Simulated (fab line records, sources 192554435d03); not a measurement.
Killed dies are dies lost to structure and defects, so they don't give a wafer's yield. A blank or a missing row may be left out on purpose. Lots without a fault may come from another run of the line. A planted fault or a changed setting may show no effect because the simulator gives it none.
Split-lot experiment | flow n5_finfet | 7 lots, 21 wafers read, on a route of 1938 steps

THE SPLIT
At N5_BEOL_M5_ETCH_68 (etches SOC in N2/H2, target depth 80 nm, overetch 16 nm, time 120 s), the setting bias_w was moved away from the recipe's 150 W on 9 of the 21 wafers read, by -14.1% to +13.1%. The other wafers ran this setting at the recipe's value.

The reading is taken at the split's own step.

THE READING
rf_vpp_V, in V, at N5_BEOL_M5_ETCH_68 (etches SOC in N2/H2, target depth 80 nm, overetch 16 nm, time 120 s). Fault-free wafers of this fab line usually give 523 V, standard deviation 3.2 V.

wafer  | tool, chamber at the split | bias_w as run, W | against the recipe | rf_vpp_V, V | against lot-mates on the recipe
L076.1 | rie_diel-04, 0             | 150              | recipe             | 521         | -
L076.5 | rie_diel-04, 1             | 150              | recipe             | 528         | -
L076.6 | rie_diel-04, 2             | 169.6            | +13.1%             | 568         | +44
L080.2 | rie_diel-03, 0             | 128.9            | -14.1%             | 477         | -48
L080.4 | rie_diel-03, 0             | 128.9            | -14.1%             | 477         | -48
L080.5 | rie_diel-03, 0             | 150              | recipe             | 525         | -
L081.2 | rie_diel-04, 0             | 130.2            | -13.2%             | 475         | -50
L081.3 | rie_diel-04, 2             | 150              | recipe             | 525         | -
L081.4 | rie_diel-04, 3             | 130.2            | -13.2%             | 475         | -50
L084.3 | rie_diel-06, 3             | 150              | recipe             | 520         | -
L084.5 | rie_diel-06, 2             | 150              | recipe             | 526         | -
L084.6 | rie_diel-06, 3             | 150              | recipe             | 521         | -
L091.1 | rie_diel-06, 3             | 150              | recipe             | 518         | -
L091.4 | rie_diel-06, 2             | 150              | recipe             | 525         | -
L091.5 | rie_diel-06, 1             | 150              | recipe             | 522         | -
L094.1 | rie_diel-04, 0             | 160.7            | +7.1%              | 543         | +23
L094.2 | rie_diel-04, 2             | 160.7            | +7.1%              | 548         | +28
L094.5 | rie_diel-04, 0             | 150              | recipe             | 520         | -
L093.3 | rie_diel-06, 0             | 150              | recipe             | 529         | -
L093.5 | rie_diel-06, 0             | 168.6            | +12.4%             | 569         | +40
L093.6 | rie_diel-06, 3             | 168.6            | +12.4%             | 561         | +32

THE FIT
A straight line over all 21 wafers: rf_vpp_V changes by +3.41 V for each +1% of bias_w; r = +0.99; the points scatter about the line by 3.3 V.
The same after taking each lot's own level away (the mean of its wafers on the recipe; 21 wafers): +3.39 V for each +1%; r = +0.99; scatter 3.4 V.
On that fit, the largest move of bias_w shifts the reading by 48 V.
The lots' own levels span 520.0 to 529.0 V, that is 2.8 times the standard deviation above.
So the lot-to-lot level changes the slope little: the two slopes agree.
Check: with one of the wafers moved furthest among these (-14.1%) left out of the fit, the line predicts -48.9 V for it against its lot-mates. It came out at -48 V against them.
Tool readings at the split's step, against how far the setting was moved: rf_vpp_V r = +0.99.

OTHER SPLITS ON THESE WAFERS
These wafers also went through other splits before the reading. Each is held against what the fit with the lots' levels taken away leaves over:
other split on the same wafers   | wafers away from the commonest value | r with rf_vpp_V (lot level and that fit taken away)
N5_BEOL_M0_CUTY_ETCH_63 source_w | 8                                    | +0.08
N5_BEOL_M2_ETCH_69 bias_w        | 5                                    | +0.16
N5_BEOL_M4_COAT_62 spin_rpm      | 3                                    | -0.16

THE WHOLE CHAIN: every reading that the file lists as answering this split, in the file's order
step               | what it does                                                        | reading                                                                          | change (the file's fit)                | r (the file's)
N5_BEOL_M5_ETCH_68 | etches SOC in N2/H2, target depth 80 nm, overetch 16 nm, time 120 s | rf_vpp_V                                                                         | +3.39 V for each +1% of the setting    | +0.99
N5_BEOL_M5_ETCH_68 | etches SOC in N2/H2, target depth 80 nm, overetch 16 nm, time 120 s | SiARC_of_BEOL_M5_COAT_66.thk_nm (the simulator's own value, which no gauge read) | -0.0822 nm for each +1% of the setting | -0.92

THE FILE'S OWN FIT
rf_vpp_V changes by +3.39 V for each +1% of bias_w, r = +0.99.
